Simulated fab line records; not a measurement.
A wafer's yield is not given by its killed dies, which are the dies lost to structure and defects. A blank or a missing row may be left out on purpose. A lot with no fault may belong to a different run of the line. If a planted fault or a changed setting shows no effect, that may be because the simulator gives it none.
What tool caused it? | flow nandHarc | 24 lots with 72 wafers sampled at 5 steps, on a route of 1302 steps

== WHAT THE GAUGES SHOWED, per wafer ==
NHARC_A_BONDPAD_THK_MEAS_30: measures by ellipsometry. Usual: thkNm 199.7 nm, standard deviation 1.4.
lot  | measured     | on           | thkNm (nm)        | flag
L074 | day 22 18:43 | filmMetro-01 | 200.9 202.0 200.5 | 
L076 | day 23 16:07 | filmMetro-02 | 202.0 200.2 200.4 | 
L075 | day 23 16:28 | filmMetro-01 | 200.2 200.9 203.0 | 
L077 | day 24 07:43 | filmMetro-01 | 200.1 199.8 201.9 | 
L078 | day 24 17:51 | filmMetro-02 | 200.0 200.3 200.5 | 
L079 | day 25 18:47 | filmMetro-01 | 199.2 199.7 198.9 | 
L080 | day 26 03:12 | filmMetro-02 | 199.0 198.0 200.7 | 
L081 | day 26 11:03 | filmMetro-01 | 203.3 201.1 199.0 | 
L082 | day 26 11:34 | filmMetro-01 | 200.1 197.6 199.5 | 
L083 | day 27 07:27 | filmMetro-02 | 201.7 198.5 198.6 | 
L084 | day 27 12:41 | filmMetro-01 | 200.3 201.8 200.4 | 
L085 | day 27 16:22 | filmMetro-01 | 198.5 199.9 198.4 | 
L086 | day 27 21:37 | filmMetro-01 | 200.9 198.7 198.0 | 
L087 | day 28 13:47 | filmMetro-01 | 199.3 197.4 200.8 | 
L088 | day 29 00:55 | filmMetro-01 | 200.7 198.8 198.5 | 
L089 | day 29 04:55 | filmMetro-02 | 199.8 199.6 199.3 | 
L090 | day 29 07:03 | filmMetro-02 | 199.0 199.9 201.4 | 
L091 | day 31 01:26 | filmMetro-02 | 198.8 197.5 198.9 | 
L092 | day 31 02:02 | filmMetro-01 | 198.2 198.5 198.4 | 
L093 | day 31 06:31 | filmMetro-02 | 201.0 199.2 197.7 | 
L094 | day 31 07:04 | filmMetro-01 | 201.6 198.6 198.8 | 
L095 | day 32 03:28 | filmMetro-02 | 198.9 198.0 198.6 | 
L097 | day 32 16:52 | filmMetro-02 | 199.9 200.5 199.8 | 
L096 | day 32 18:43 | filmMetro-01 | 200.1 199.8 198.8 | 

== TOOL THAT RAN EACH LOT (tool first, then ch and the chambers of the sampled wafers, then the start) ==
lot  | NHARC_A_M0_PVD_21                      | NHARC_A_M0_CMP_23             | NHARC_A_M0_PRE_CLEAN_31         | NHARC_A_M1_ANNEAL_31
L074 | pvdSputter-02, day 22 12:43 or earlier | cmp-02 ch 0,1,2, day 22 12:43 | pecvd-02 ch 1,2, day 22 13:15   | rtpAnneal-02 ch 0, day 22 16:38
L076 | pvdSputter-02, day 23 10:22 or earlier | cmp-01 ch 1,2,3, day 23 10:22 | pecvd-04 ch 0,1, day 23 10:50   | rtpAnneal-01 ch 0, day 23 14:00
L075 | pvdSputter-03, day 23 10:39 or earlier | cmp-03 ch 0,2,3, day 23 10:39 | pecvd-03 ch 0,1, day 23 11:10   | rtpAnneal-02 ch 0, day 23 14:17
L077 | pvdSputter-02, day 24 01:32 or earlier | cmp-03 ch 2,3, day 24 01:32   | pecvd-02 ch 0,1,2, day 24 02:05 | rtpAnneal-01 ch 0, day 24 05:32
L078 | pvdSputter-01, day 24 11:41 or earlier | cmp-03 ch 1,2,3, day 24 11:41 | pecvd-03 ch 0,2, day 24 12:12   | rtpAnneal-01 ch 0, day 24 15:47
L079 | pvdSputter-03, day 25 12:38 or earlier | cmp-02 ch 1,2, day 25 12:38   | pecvd-03 ch 0,1,2, day 25 13:12 | rtpAnneal-02 ch 0, day 25 16:46
L080 | pvdSputter-02, day 25 21:19 or earlier | cmp-01 ch 0,1,3, day 25 21:19 | pecvd-03 ch 0,1, day 25 21:49   | rtpAnneal-01 ch 0, day 26 01:08
L081 | pvdSputter-03, day 26 04:54 or earlier | cmp-02 ch 1,2,3, day 26 04:54 | pecvd-03 ch 1,2, day 26 05:26   | rtpAnneal-01 ch 0, day 26 08:52
L082 | pvdSputter-01, day 26 05:37 or earlier | cmp-03 ch 0,1,2, day 26 05:37 | pecvd-02 ch 0,1,2, day 26 06:08 | rtpAnneal-02 ch 0, day 26 09:25
L083 | pvdSputter-01, day 27 01:35 or earlier | cmp-02 ch 2,3, day 27 01:35   | pecvd-02 ch 1,2, day 27 02:08   | rtpAnneal-01 ch 0, day 27 05:16
L084 | pvdSputter-02, day 27 06:38 or earlier | cmp-02 ch 1,2, day 27 06:38   | pecvd-02 ch 0,1,2, day 27 07:12 | rtpAnneal-01 ch 0, day 27 10:29
L085 | pvdSputter-01, day 27 08:53 or earlier | cmp-03 ch 0,2,3, day 27 08:53 | pecvd-02 ch 0,1,2, day 27 09:25 | rtpAnneal-02 ch 0, day 27 13:07
L086 | pvdSputter-02, day 27 13:43 or earlier | cmp-02 ch 0,1,2, day 27 13:43 | pecvd-02 ch 0,1,2, day 27 16:10 | rtpAnneal-01 ch 0, day 27 19:28
L087 | pvdSputter-02, day 28 07:56 or earlier | cmp-02 ch 0,2,3, day 28 07:56 | pecvd-02 ch 1,2, day 28 08:28   | rtpAnneal-02 ch 0, day 28 11:42
L088 | pvdSputter-01, day 28 18:58 or earlier | cmp-02 ch 0,2,3, day 28 18:58 | pecvd-04 ch 0,1,2, day 28 19:28 | rtpAnneal-01 ch 0, day 28 22:53
L089 | pvdSputter-03, day 28 22:49 or earlier | cmp-03 ch 1,2,3, day 28 22:49 | pecvd-04 ch 0,1, day 28 23:38   | rtpAnneal-01 ch 0, day 29 02:45
L090 | pvdSputter-01, day 29 01:12 or earlier | cmp-02 ch 0,1,2, day 29 01:12 | pecvd-04 ch 1,2, day 29 01:44   | rtpAnneal-01 ch 0, day 29 04:59
L091 | pvdSputter-03, day 30 19:28 or earlier | cmp-02 ch 1,2,3, day 30 19:28 | pecvd-04 ch 1,2, day 30 19:58   | rtpAnneal-02 ch 0, day 30 23:16
L092 | pvdSputter-01, day 30 20:02 or earlier | cmp-03 ch 0,2,3, day 30 20:02 | pecvd-04 ch 0,1,2, day 30 20:36 | rtpAnneal-01 ch 0, day 30 23:45
L093 | pvdSputter-02, day 31 00:33 or earlier | cmp-03 ch 0,1,3, day 31 00:33 | pecvd-02 ch 0,1,2, day 31 01:05 | rtpAnneal-02 ch 0, day 31 04:20
L094 | pvdSputter-03, day 31 01:06 or earlier | cmp-03 ch 0,1,3, day 31 01:06 | pecvd-04 ch 0,2, day 31 01:35   | rtpAnneal-01 ch 0, day 31 04:59
L095 | pvdSputter-03, day 31 20:50 or earlier | cmp-03 ch 1,2, day 31 20:50   | pecvd-02 ch 0,1, day 31 21:24   | rtpAnneal-01 ch 0, day 32 01:03
L097 | pvdSputter-02, day 32 11:00 or earlier | cmp-03 ch 1,3, day 32 11:00   | pecvd-03 ch 0,1,2, day 32 11:32 | rtpAnneal-02 ch 0, day 32 14:41
L096 | pvdSputter-03, day 32 12:42 or earlier | cmp-01 ch 0,2, day 32 12:42   | pecvd-04 ch 0,2, day 32 13:15   | rtpAnneal-02 ch 0, day 32 16:25
- NHARC_A_M0_PVD_21: deposits Cu, target thk 30 nm, time 20.49 s.
- NHARC_A_M0_CMP_23: polishes, t overpolish 20 s, target thk 113.75 nm.
- NHARC_A_M0_PRE_CLEAN_31: time 12 s.
- NHARC_A_M1_ANNEAL_31: time 90 s.

== WHAT THE TOOLS THEMSELVES READ (means of the sampled wafers that have a number; where no wafer has one, the mark that the record gives instead) ==
NHARC_A_M0_PVD_21. Usual: chamberPressurePa 5.001 Pa, standard deviation 0.0089; throttleValvePct 29.8 %, standard deviation 1.1.
lot  | tool          | chamberPressurePa (Pa) | throttleValvePct (%) | flag
L074 | pvdSputter-02 | 5.005                  | 29.3                 | 
L076 | pvdSputter-02 | 5.008                  | 29.1                 | 
L075 | pvdSputter-03 | 4.995                  | 30.0                 | 
L077 | pvdSputter-02 | 4.994                  | 29.7                 | 
L078 | pvdSputter-01 | 4.999                  | 29.2                 | 
L079 | pvdSputter-03 | 5.002                  | 30.0                 | 
L080 | pvdSputter-02 | 4.999                  | 28.8                 | 
L081 | pvdSputter-03 | 5.001                  | 29.8                 | 
L082 | pvdSputter-01 | 4.991                  | 30.4                 | 
L083 | pvdSputter-01 | 5.010                  | 30.5                 | 
L084 | pvdSputter-02 | 4.998                  | 30.0                 | 
L085 | pvdSputter-01 | 5.006                  | 29.9                 | 
L086 | pvdSputter-02 | 4.997                  | 30.6                 | 
L087 | pvdSputter-02 | 5.001                  | 30.0                 | 
L088 | pvdSputter-01 | 4.995                  | 30.1                 | 
L089 | pvdSputter-03 | 5.002                  | 29.9                 | 
L090 | pvdSputter-01 | 4.997                  | 30.5                 | 
L091 | pvdSputter-03 | 5.001                  | 29.6                 | 
L092 | pvdSputter-01 | 5.004                  | 29.6                 | 
L093 | pvdSputter-02 | 4.998                  | 28.9                 | 
L094 | pvdSputter-03 | 5.004                  | 28.9                 | 
L095 | pvdSputter-03 | 4.996                  | 29.5                 | 
L097 | pvdSputter-02 | 5.004                  | 29.2                 | 
L096 | pvdSputter-03 | 5.003                  | 29.2                 | 

NHARC_A_M0_CMP_23. Usual: motorCurrentA 12.2 A, standard deviation 1.2; timeToEndpointS 29.2 s, standard deviation 2.8.
lot  | tool   | motorCurrentA (A) | timeToEndpointS (s) | flag
L074 | cmp-02 | 11.8              | 31.1                | 
L076 | cmp-01 | 12.1              | 27.4                | 
L075 | cmp-03 | 12.1              | 31.6                | 
L077 | cmp-03 | 11.7              | 30.7                | 
L078 | cmp-03 | 11.9              | 28.4                | 
L079 | cmp-02 | 11.2              | 29.1                | 
L080 | cmp-01 | 12.0              | 29.9                | 
L081 | cmp-02 | 12.5              | 29.9                | 
L082 | cmp-03 | 12.1              | 26.6                | 
L083 | cmp-02 | 14.1              | 24.6                | 
L084 | cmp-02 | 11.7              | 27.6                | 
L085 | cmp-03 | 12.3              | 30.5                | 
L086 | cmp-02 | 11.6              | 27.9                | 
L087 | cmp-02 | 12.9              | 29.6                | 
L088 | cmp-02 | 12.8              | 29.5                | 
L089 | cmp-03 | 11.6              | 29.8                | 
L090 | cmp-02 | 11.7              | 29.6                | 
L091 | cmp-02 | 13.1              | 30.3                | 
L092 | cmp-03 | 12.4              | 30.9                | 
L093 | cmp-03 | 11.7              | 29.7                | 
L094 | cmp-03 | 11.7              | 29.2                | 
L095 | cmp-03 | 11.7              | 30.2                | 
L097 | cmp-03 | 11.5              | 28.3                | 
L096 | cmp-01 | 11.8              | 31.8                | 

NHARC_A_M0_PRE_CLEAN_31. Usual: heaterPowerW 619 W, standard deviation 53.
lot  | tool     | heaterPowerW (W) | flag
L074 | pecvd-02 | 616              | 
L076 | pecvd-04 | 625              | 
L075 | pecvd-03 | 576              | 
L077 | pecvd-02 | 617              | 
L078 | pecvd-03 | 608              | 
L079 | pecvd-03 | 632              | 
L080 | pecvd-03 | 658              | 
L081 | pecvd-03 | 659              | 
L082 | pecvd-02 | 639              | 
L083 | pecvd-02 | 696              | 
L084 | pecvd-02 | 628              | 
L085 | pecvd-02 | 611              | 
L086 | pecvd-02 | 635              | 
L087 | pecvd-02 | 648              | 
L088 | pecvd-04 | 636              | 
L089 | pecvd-04 | 614              | 
L090 | pecvd-04 | 623              | 
L091 | pecvd-04 | 657              | 
L092 | pecvd-04 | 669              | 
L093 | pecvd-02 | 597              | 
L094 | pecvd-04 | 590              | 
L095 | pecvd-02 | 622              | 
L097 | pecvd-03 | 554              | 
L096 | pecvd-04 | 584              | 

NHARC_A_M1_ANNEAL_31. Usual: wafer_temp_C_max 225.94, standard deviation 0.3.
lot  | tool         | wafer_temp_C_max | flag
L074 | rtpAnneal-02 | 226.23           | 
L076 | rtpAnneal-01 | 225.91           | 
L075 | rtpAnneal-02 | 226.24           | 
L077 | rtpAnneal-01 | 225.43           | 
L078 | rtpAnneal-01 | 225.96           | 
L079 | rtpAnneal-02 | 226.31           | 
L080 | rtpAnneal-01 | 225.54           | 
L081 | rtpAnneal-01 | 226.11           | 
L082 | rtpAnneal-02 | 225.99           | 
L083 | rtpAnneal-01 | 225.89           | 
L084 | rtpAnneal-01 | 225.97           | 
L085 | rtpAnneal-02 | 225.92           | 
L086 | rtpAnneal-01 | 225.85           | 
L087 | rtpAnneal-02 | 226.12           | 
L088 | rtpAnneal-01 | 225.85           | 
L089 | rtpAnneal-01 | 225.85           | 
L090 | rtpAnneal-01 | 225.62           | 
L091 | rtpAnneal-02 | 226.30           | 
L092 | rtpAnneal-01 | 226.14           | 
L093 | rtpAnneal-02 | 226.04           | 
L094 | rtpAnneal-01 | 225.70           | 
L095 | rtpAnneal-01 | 225.85           | 
L097 | rtpAnneal-02 | 225.98           | 
L096 | rtpAnneal-02 | 226.06           | 

== THE ANSWER, worked out from the rows above alone ==
Rule: lot off if the mean of its wafers having a number is beyond 3 standard deviations from the usual mean. Also off: a lot with no number at a reading for which 4 or more lots have one. Any other lot the step has rows for is counted as sound. First the gauges in route order, then the tools' own readings, where a lot's mean is used as printed above. At the first step where some lot is off, the reading lying furthest off is the one used; lots without a number count as furthest.
Nothing can be told from this: no lot is off at any reading shown.

== WHAT THE SIMULATOR PUT IN ==
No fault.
